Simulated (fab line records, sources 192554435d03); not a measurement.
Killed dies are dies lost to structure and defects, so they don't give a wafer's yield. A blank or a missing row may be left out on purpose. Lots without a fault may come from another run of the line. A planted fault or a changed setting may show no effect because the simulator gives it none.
Chamber matching | flow n5_finfet | N5_BEOL_M10_STRIP_19 on rie_diel-03: 4 sister chambers
The step strips in O2. 8 wafers are shown with their chamber, then 7 later ones without.

WAFERS WITH THEIR CHAMBER
wafer  | chamber | showerhead_plenum_p_Torr (Torr) | throttle_valve_pct (%)
L644.3 | 0       | 2.01                            | 16.67
L644.6 | 2       | 2.11                            | 16.85
L656.2 | 3       | 2.14                            | 16.84
L656.3 | 2       | 2.10                            | 16.87
L662.3 | 3       | 2.14                            | 16.85
L662.4 | 0       | 2.00                            | 16.70
L663.2 | 1       | 2.11                            | 16.54
L663.5 | 1       | 2.12                            | 16.56

WAFERS WITHOUT THEIR CHAMBER
wafer  | showerhead_plenum_p_Torr (Torr) | throttle_valve_pct (%)
L663.6 | 2.10                            | 16.87
L664.2 | 2.14                            | 16.84
L664.5 | 2.10                            | 16.86
L664.6 | 2.14                            | 16.85
L665.1 | 2.00                            | 16.70
L665.5 | 2.11                            | 16.54
L665.6 | 2.10                            | 16.85

WHICH CHAMBER EACH WENT THROUGH
wafer  | from the rows above | in truth
L663.6 | 2                   | 2
L664.2 | 3                   | 3
L664.5 | 2                   | 2
L664.6 | 3                   | 3
L665.1 | 0                   | 0
L665.5 | 1                   | 1
L665.6 | 2                   | 2
Placed correctly: 7 of 7. Can't be placed from these rows: 0. Placed wrongly: 0.
How it was worked out, from the rows above alone: a wafer's distance from a chamber is the root of the sum, over the readings, of the square of ((its reading less the chamber's mean) divided by the reading's scatter). The wafer belongs to the nearest chamber; if the next one is less than 2 further off, it can't be placed. A chamber's mean is the mean of its shown wafers. The scatter: the root of (the sum of the squares of (reading less its chamber's mean) over the shown wafers, divided by (wafers less chambers)).
